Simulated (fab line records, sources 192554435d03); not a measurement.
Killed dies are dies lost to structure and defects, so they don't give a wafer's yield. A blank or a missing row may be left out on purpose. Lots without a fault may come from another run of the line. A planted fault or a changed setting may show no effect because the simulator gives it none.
Chamber matching | flow n5_finfet | N5_FIN_SAQP_DESCUM_21 on rie_diel-03: 4 sister chambers
The step chemistry O2, time 7.9 s. 8 wafers are shown with their chamber, then 10 later ones without.

WAFERS WITH THEIR CHAMBER
wafer  | chamber | drypump_motor_current_A (A) | showerhead_plenum_p_Torr (Torr)
L076.3 | 1       | 6.7                         | 2.08
L084.5 | 0       | 5.5                         | 1.99
L086.1 | 0       | 5.5                         | 1.99
L086.4 | 3       | 5.6                         | 2.20
L088.2 | 3       | 5.6                         | 2.20
L088.6 | 2       | 5.9                         | 2.06
L089.1 | 2       | 6.0                         | 2.06
L089.3 | 1       | 6.7                         | 2.07

WAFERS WITHOUT THEIR CHAMBER
wafer  | drypump_motor_current_A (A) | showerhead_plenum_p_Torr (Torr)
L089.5 | 5.5                         | 1.99
L091.1 | 5.9                         | 2.06
L091.3 | 5.6                         | 2.20
L091.5 | 5.9                         | 2.06
L094.1 | 5.5                         | 1.98
L094.5 | 5.6                         | 2.20
L094.6 | 5.9                         | 2.06
L097.2 | 5.9                         | 2.06
L097.3 | 5.7                         | 2.20
L097.6 | 5.6                         | 2.20

WHICH CHAMBER EACH WENT THROUGH
wafer  | from the rows above | in truth
L089.5 | 0                   | 0
L091.1 | 2                   | 2
L091.3 | 3                   | 3
L091.5 | 2                   | 2
L094.1 | 0                   | 0
L094.5 | 3                   | 3
L094.6 | 2                   | 2
L097.2 | 2                   | 2
L097.3 | 3                   | 3
L097.6 | 3                   | 3
Placed correctly: 10 of 10. Can't be placed from these rows: 0. Placed wrongly: 0.
How it was worked out, from the rows above alone: a wafer's distance from a chamber is the root of the sum, over the readings, of the square of ((its reading less the chamber's mean) divided by the reading's scatter). The wafer belongs to the nearest chamber; if the next one is less than 2 further off, it can't be placed. A chamber's mean is the mean of its shown wafers. The scatter: the root of (the sum of the squares of (reading less its chamber's mean) over the shown wafers, divided by (wafers less chambers)).
